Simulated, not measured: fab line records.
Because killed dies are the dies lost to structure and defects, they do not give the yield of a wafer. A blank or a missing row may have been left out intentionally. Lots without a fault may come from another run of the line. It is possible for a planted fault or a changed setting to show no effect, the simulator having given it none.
Matching of chambers	flow n5-finfet	4 sister chambers for N5_BEOL_M10_STRIP_67 on rie-diel-05
The step strips in CF4. 4 wafers are shown with their chamber, then 7 later ones without.

## WAFERS WITH THEIR CHAMBER
wafer	chamber	showerhead-plenum-p-Torr (Torr)
L085.1	0	1.90
L085.3	3	1.78
L088.1	1	1.77
L088.4	2	1.83

## WAFERS WHOSE CHAMBER IS MISSING
wafer	showerhead-plenum-p-Torr (Torr)
L088.5	1.77
L091.2	1.83
L091.3	1.77
L091.6	1.77
L096.3	1.89
L096.5	1.76
L096.6	1.83

## CHAMBER TAKEN BY EACH
wafer	from the rows above	in truth
L088.5	can't be placed: 1 or 3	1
L091.2	2	2
L091.3	can't be placed: 1 or 3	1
L091.6	can't be placed: 1 or 3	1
L096.3	0	0
L096.5	can't be placed: 1 or 3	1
L096.6	2	2
3 of 7 placed correctly. Unplaceable from these rows: 4, with the true chamber sitting among the candidates in 4. 0 placed wrongly.
How it was worked out, from the rows above alone: a wafer's distance from a chamber is the root of the sum, over the readings, of the square of ((its reading less the chamber's mean) divided by the reading's scatter). The wafer belongs to the nearest chamber; if the next one is less than 2 further off, it can't be placed. A chamber's mean is the mean of its shown wafers. The scatter: with one shown wafer a chamber, the root of the mean of the squares of how far each hidden wafer lies from its nearest shown one.
